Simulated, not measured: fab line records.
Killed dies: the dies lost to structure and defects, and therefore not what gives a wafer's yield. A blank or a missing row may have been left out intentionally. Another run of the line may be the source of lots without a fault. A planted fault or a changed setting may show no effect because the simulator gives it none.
Matching of chambers | flow n5 finfet | N5_HKMG_FIN_STRIP_89 on rie diel-03: 4 sister chambers
The step strips SOC in N2/H2, time 20 s. 8 wafers are shown with their chamber, then 10 later ones without.

EACH WAFER AND ITS CHAMBER
wafer  | chamber | drypump motor current A (A) | showerhead plenum p Torr (Torr)
L084.3 | 3       | 4.9                         | 3.47
L085.3 | 0       | 5.5                         | 3.30
L085.5 | 2       | 5.3                         | 3.21
L087.4 | 1       | 6.5                         | 3.56
L087.5 | 0       | 5.5                         | 3.29
L087.6 | 3       | 4.8                         | 3.46
L090.1 | 1       | 6.5                         | 3.56
L090.5 | 2       | 5.3                         | 3.21

WAFERS WITH NO CHAMBER GIVEN
wafer  | drypump motor current A (A) | showerhead plenum p Torr (Torr)
L090.6 | 6.5                         | 3.56
L093.2 | 5.5                         | 3.29
L093.3 | 6.5                         | 3.55
L093.4 | 5.3                         | 3.20
L095.1 | 5.3                         | 3.20
L095.3 | 5.5                         | 3.29
L095.6 | 6.5                         | 3.55
L097.1 | 6.5                         | 3.54
L097.2 | 5.3                         | 3.20
L097.5 | 5.5                         | 3.28

EACH ONE'S CHAMBER
wafer  | from the rows above | in truth
L090.6 | 1                   | 1
L093.2 | 0                   | 0
L093.3 | 1                   | 1
L093.4 | 2                   | 2
L095.1 | 2                   | 2
L095.3 | 0                   | 0
L095.6 | 1                   | 1
L097.1 | 1                   | 1
L097.2 | 2                   | 2
L097.5 | 0                   | 0
Placed correctly: 10 of 10. Number that these rows cannot place: 0. 0 placed wrongly.
How it was worked out, from the rows above alone: a wafer's distance from a chamber is the root of the sum, over the readings, of the square of ((its reading less the chamber's mean) divided by the reading's scatter). If the next closest chamber is less than 2 further off than the closest, the wafer can't be placed; otherwise it belongs to the closest. Each chamber's mean is taken over the wafers shown for it. The scatter is the square root of a quotient: the sum, over the shown wafers, of each reading's squared deviation from its chamber's mean, divided by wafers minus chambers.
